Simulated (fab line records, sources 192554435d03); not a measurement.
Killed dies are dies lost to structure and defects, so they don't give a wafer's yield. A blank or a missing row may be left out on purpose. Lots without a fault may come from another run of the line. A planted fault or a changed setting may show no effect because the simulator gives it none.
Split-lot experiment | flow n5_finfet | 7 lots, 21 wafers read, on a route of 1938 steps

THE SPLIT
At N5_BEOL_M12_COAT_22 (resist thk 300 nm), the setting spin_rpm was moved away from the recipe's 2888 rpm on 10 of the 21 wafers read, by -8.8% to +6.1%. The other wafers ran this setting at the recipe's value.

The reading is taken at the split's own step.

THE READING
coat_of_BEOL_M12_COAT_22.thk_nm (the simulator's own value, which no gauge read), in nm, at N5_BEOL_M12_COAT_22 (resist thk 300 nm). The file gives no usual value for it. The 11 wafers here that ran the recipe average 300.8 nm, standard deviation 0.61 nm.

wafer  | tool, chamber at the split | spin_rpm as run, rpm | against the recipe | coat_of_BEOL_M12_COAT_22.thk_nm, nm | against lot-mates on the recipe
L074.1 | litho_track-01, 0          | 2888                 | recipe             | 301.4                               | -
L074.4 | litho_track-01, 0          | 2888                 | recipe             | 301.4                               | -
L074.5 | litho_track-01, 0          | 2888                 | recipe             | 300.6                               | -
L080.1 | litho_track-05, 0          | 3017                 | +4.5%              | 294.6                               | -6.4
L080.3 | litho_track-05, 0          | 2888                 | recipe             | 301                                 | -
L080.5 | litho_track-05, 0          | 3017                 | +4.5%              | 295.8                               | -5.2
L079.3 | litho_track-05, 0          | 2999                 | +3.8%              | 293.8                               | no lot-mate on the recipe
L079.4 | litho_track-05, 0          | 2999                 | +3.8%              | 294.8                               | no lot-mate on the recipe
L079.5 | litho_track-05, 0          | 2999                 | +3.8%              | 294.6                               | no lot-mate on the recipe
L082.2 | litho_track-01, 0          | 2888                 | recipe             | 300.6                               | -
L082.4 | litho_track-01, 0          | 3020                 | +4.6%              | 293                                 | -7.3
L082.6 | litho_track-01, 0          | 2888                 | recipe             | 300                                 | -
L083.2 | litho_track-01, 0          | 2888                 | recipe             | 301                                 | -
L083.4 | litho_track-01, 0          | 2888                 | recipe             | 301.2                               | -
L083.6 | litho_track-01, 0          | 2636                 | -8.7%              | 315                                 | +13.9
L088.2 | litho_track-01, 0          | 3063                 | +6.1%              | 291.8                               | -8.2
L088.3 | litho_track-01, 0          | 2888                 | recipe             | 300.6                               | -
L088.4 | litho_track-01, 0          | 2888                 | recipe             | 299.4                               | -
L095.2 | litho_track-01, 0          | 2634                 | -8.8%              | 315                                 | +13.6
L095.3 | litho_track-01, 0          | 2888                 | recipe             | 301.4                               | -
L095.6 | litho_track-01, 0          | 2634                 | -8.8%              | 314.8                               | +13.4

THE FIT
A straight line over all 21 wafers: coat_of_BEOL_M12_COAT_22.thk_nm changes by -1.57 nm for each +1% of spin_rpm; r = -0.99; the points scatter about the line by 0.74 nm.
The same after taking each lot's own level away (the mean of its wafers on the recipe; 18 wafers): -1.5 nm for each +1%; r = -1.00; scatter 0.55 nm.
On that fit, the largest move of spin_rpm shifts the reading by 13 nm.
The lots' own levels span 300.00 to 301.40 nm, that is 2.3 times the standard deviation above.
So the lot-to-lot level changes the slope little: the two slopes agree.
Check: with one of the wafers moved furthest among these (-8.8%) left out of the fit, the line predicts +13.3 nm for it against its lot-mates. It came out at +13.6 nm against them.

OTHER SPLITS ON THESE WAFERS
These wafers also went through other splits before the reading. Each is held against what the fit with the lots' levels taken away leaves over:
other split on the same wafers | wafers away from the commonest value | r with coat_of_BEOL_M12_COAT_22.thk_nm (lot level and that fit taken away)
N5_BEOL_M10_ILD_DEP_00 time_s  | 10                                   | +0.35
N5_BEOL_M11_EXPOSE_08 dose_mj  | 8                                    | -0.35
N5_BEOL_M11_DESCUM_16 time_s   | 9                                    | -0.04

THE FILE'S OWN FIT
coat_of_BEOL_M12_COAT_22.thk_nm changes by -1.51 nm for each +1% of spin_rpm, r = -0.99.
